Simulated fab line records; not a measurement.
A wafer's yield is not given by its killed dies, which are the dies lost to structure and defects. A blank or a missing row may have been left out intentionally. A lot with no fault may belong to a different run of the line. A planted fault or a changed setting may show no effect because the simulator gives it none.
Matching of chambers / flow nand_harc / rie_si-04 running NHARC_A_DECK1_JOINT_ETCHBACK_07: 4 sister chambers
The step etches the open film in HBr, target depth 105 nm, time 26.9 s. 4 wafers are shown with their chamber, then 12 later ones without.

## WAFERS, EACH WITH ITS CHAMBER
wafer=L090.3; chamber=0; drypump_motor_current_A (A)=6.2
wafer=L090.6; chamber=1; drypump_motor_current_A (A)=5.5
wafer=L093.5; chamber=3; drypump_motor_current_A (A)=5.1
wafer=L093.6; chamber=2; drypump_motor_current_A (A)=5.8

## WAFERS WHOSE CHAMBER IS MISSING
wafer=L093.2; drypump_motor_current_A (A)=5.5
wafer=L093.3; drypump_motor_current_A (A)=6.2
wafer=L093.4; drypump_motor_current_A (A)=5.1
wafer=L095.2; drypump_motor_current_A (A)=5.5
wafer=L095.4; drypump_motor_current_A (A)=5.7
wafer=L095.5; drypump_motor_current_A (A)=5.5
wafer=L095.1; drypump_motor_current_A (A)=6.2
wafer=L095.3; drypump_motor_current_A (A)=5.1
wafer=L095.6; drypump_motor_current_A (A)=5.7
wafer=L097.2; drypump_motor_current_A (A)=5.8
wafer=L097.3; drypump_motor_current_A (A)=6.3
wafer=L097.6; drypump_motor_current_A (A)=5.8

## WHICH CHAMBER EACH WENT THROUGH
wafer=L093.2; from the rows above=1; in truth=1
wafer=L093.3; from the rows above=0; in truth=0
wafer=L093.4; from the rows above=3; in truth=3
wafer=L095.2; from the rows above=1; in truth=1
wafer=L095.4; from the rows above=2; in truth=2
wafer=L095.5; from the rows above=1; in truth=1
wafer=L095.1; from the rows above=0; in truth=0
wafer=L095.3; from the rows above=3; in truth=3
wafer=L095.6; from the rows above=2; in truth=2
wafer=L097.2; from the rows above=2; in truth=2
wafer=L097.3; from the rows above=0; in truth=0
wafer=L097.6; from the rows above=2; in truth=2
Placed correctly: 12 of 12. Can't be placed from these rows: 0. Number placed wrongly: 0.
How it was worked out, from the rows above alone: a wafer's distance from a chamber is the root of the sum, over the readings, of the square of ((its reading less the chamber's mean) divided by the reading's scatter). The wafer belongs to the nearest chamber; if the next one is less than 2 further off, it can't be placed. For every chamber, the mean is computed from those of its wafers that are shown. The scatter: with one shown wafer a chamber, the root of the mean of the squares of how far each hidden wafer lies from its nearest shown one.
